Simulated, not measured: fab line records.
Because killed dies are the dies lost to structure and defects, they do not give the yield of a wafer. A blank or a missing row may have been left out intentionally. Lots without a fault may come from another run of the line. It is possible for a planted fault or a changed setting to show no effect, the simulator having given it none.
Chamber matching	flow n5_finfet	pecvd-04 running N5_BEOL_M7_DEP_56: 3 sister chambers
The step deposits SiCN from 3MS/NH3, target thk 10 nm, time 17.5 s. 14 wafers are shown with their chamber, then 7 later ones without.

WAFERS PAIRED WITH THEIR CHAMBERS
wafer	chamber	throttle_valve_pct (%)	showerhead_plenum_p_Torr (Torr)
L077.3	1	8.6	3.647
L077.4	0	8.5	3.646
L077.5	1	8.7	3.652
L079.2	0	8.8	3.647
L079.3	1	8.7	3.646
L079.4	0	8.6	3.654
L078.1	2	7.9	3.671
L078.3	0	8.5	3.661
L078.4	2	8.2	3.654
L081.1	1	8.6	3.639
L081.3	0	9.0	3.662
L081.6	0	8.4	3.656
L084.3	1	8.4	3.647
L084.5	0	8.3	3.658

SIGNATURES, as means of the wafers listed above
reading	chamber 0	chamber 1	chamber 2	scatter within a chamber
throttle_valve_pct	8.586	8.600	8.050	0.203
showerhead_plenum_p_Torr	3.65486	3.64620	3.66250	0.00655
Rule: distance of a wafer from a chamber = root of the sum over the readings of ((wafer's reading minus chamber's mean) / reading's scatter) squared. The wafer belongs to the nearest chamber; if the next one is less than 2 further off, it can't be placed. The scatter is the square root of a quotient: the sum, over the shown wafers, of each reading's squared deviation from its chamber's mean, divided by wafers minus chambers.

WAFERS MISSING THEIR CHAMBER
wafer	throttle_valve_pct (%)	showerhead_plenum_p_Torr (Torr)
L084.6	8.7	3.645
L090.4	8.8	3.659
L090.5	8.2	3.671
L090.6	8.7	3.646
L095.4	8.7	3.647
L095.5	8.7	3.655
L095.6	8.4	3.665

WHICH CHAMBER EACH ONE RAN IN
wafer	from the rows above	in truth
L084.6	can't be placed: 1 or 0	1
L090.4	can't be placed: 0 or 1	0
L090.5	can't be placed: 2 or 0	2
L090.6	can't be placed: 1 or 0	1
L095.4	can't be placed: 1 or 0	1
L095.5	can't be placed: 0 or 1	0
L095.6	can't be placed: 2 or 0 or 1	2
Placed correctly: 0 of 7. These rows do not allow placing 7 (true chamber among the candidates in 7). 0 placed wrongly.
